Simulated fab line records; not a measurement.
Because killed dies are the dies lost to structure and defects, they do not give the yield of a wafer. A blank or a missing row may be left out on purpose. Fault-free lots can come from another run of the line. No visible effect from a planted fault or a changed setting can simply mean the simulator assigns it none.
Chamber matching ; flow n5_finfet ; 4 sister chambers for N5_BEOL_M2_ETCH_69 on rie_diel-06
The step etches SiARC in CF4, target depth 15.6 nm, time 26 s. 16 wafers are shown with their chamber, then 8 later ones without.

## WAFERS PAIRED WITH THEIR CHAMBERS
wafer;chamber;drypump_motor_current_A (A);showerhead_plenum_p_Torr (Torr);oes_product_au (a.u.)
L074.2;2;4.9;2.12;0.59
L074.3;1;5.8;2.07;0.66
L074.6;3;6.0;2.24;0.69
L076.2;2;4.9;2.12;0.59
L076.5;0;5.8;2.29;0.80
L076.6;1;5.8;2.07;0.65
L075.1;2;5.0;2.12;0.59
L075.2;3;6.0;2.24;0.68
L075.5;1;5.8;2.07;0.66
L082.1;1;5.8;2.07;0.65
L082.2;3;6.0;2.24;0.68
L082.5;1;5.8;2.07;0.65
L083.3;0;5.8;2.29;0.79
L083.5;2;5.0;2.11;0.58
L083.6;3;6.0;2.23;0.67
L085.3;0;5.8;2.28;0.78

SIGNATURES (means of the wafers above)
reading;chamber 0;chamber 1;chamber 2;chamber 3;scatter within a chamber
drypump_motor_current_A;5.800;5.800;4.950;6.000;0.0289
showerhead_plenum_p_Torr;2.2867;2.0700;2.1175;2.2375;0.00425
oes_product_au;0.7900;0.6540;0.5875;0.6800;0.00704
Rule: distance of a wafer from a chamber = root of the sum over the readings of ((wafer's reading minus chamber's mean) / reading's scatter) squared. If the next closest chamber is less than 2 further off than the closest, the wafer can't be placed; otherwise it belongs to the closest. The scatter: the root of (the sum of the squares of (reading less its chamber's mean) over the shown wafers, divided by (wafers less chambers)).

## WAFERS WHOSE CHAMBER IS MISSING
wafer;drypump_motor_current_A (A);showerhead_plenum_p_Torr (Torr);oes_product_au (a.u.)
L085.4;5.9;2.28;0.79
L085.5;4.9;2.11;0.58
L084.2;5.0;2.11;0.57
L084.4;6.0;2.23;0.67
L084.6;5.8;2.28;0.78
L097.1;6.0;2.22;0.64
L097.2;5.8;2.27;0.74
L097.3;5.8;2.06;0.63

## WHICH CHAMBER EACH ONE RAN IN
wafer;from the rows above;in truth
L085.4;0;0
L085.5;2;2
L084.2;2;2
L084.4;3;3
L084.6;0;0
L097.1;3;3
L097.2;0;0
L097.3;1;1
8 of 8 placed correctly. Left unplaced by these rows: 0. Number placed wrongly: 0.
